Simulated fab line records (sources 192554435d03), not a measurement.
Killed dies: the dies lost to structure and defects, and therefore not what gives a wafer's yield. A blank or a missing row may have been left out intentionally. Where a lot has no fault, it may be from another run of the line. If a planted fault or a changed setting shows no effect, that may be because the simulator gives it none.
Chamber matching -- flow n5 finfet -- N5_HKMG_FIN_STRIP_89 on rie diel-01: 4 sister chambers
The step strips SOC in N2/H2, time 20 s. 4 wafers are shown with their chamber, then 7 later ones without.

== EACH WAFER AND ITS CHAMBER ==
wafer,chamber,drypump motor current A (A)
L076.4,0,5.3
L089.6,3,5.8
L090.1,2,5.5
L090.3,1,4.9

== WAFERS WHOSE CHAMBER IS MISSING ==
wafer,drypump motor current A (A)
L090.5,4.9
L092.1,4.8
L092.2,5.4
L092.3,5.5
L096.2,4.9
L096.4,5.5
L096.6,5.4

== WHICH CHAMBER EACH WENT THROUGH ==
wafer,from the rows above,in truth
L090.5,1,1
L092.1,1,1
L092.2,can't be placed: 2 or 0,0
L092.3,2,2
L096.2,1,1
L096.4,2,2
L096.6,can't be placed: 2 or 0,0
Correct placement for 5 of the 7. These rows do not allow placing 2 (true chamber among the candidates in 2). 0 placed wrongly.
How it was worked out, from the rows above alone: a wafer's distance from a chamber is the root of the sum, over the readings, of the square of ((its reading less the chamber's mean) divided by the reading's scatter). The wafer belongs to the nearest chamber; if the next one is less than 2 further off, it can't be placed. The mean given for a chamber averages the wafers shown for that chamber. The scatter: root of mean squared gap, hidden wafer to nearest shown wafer, with one shown wafer a chamber.
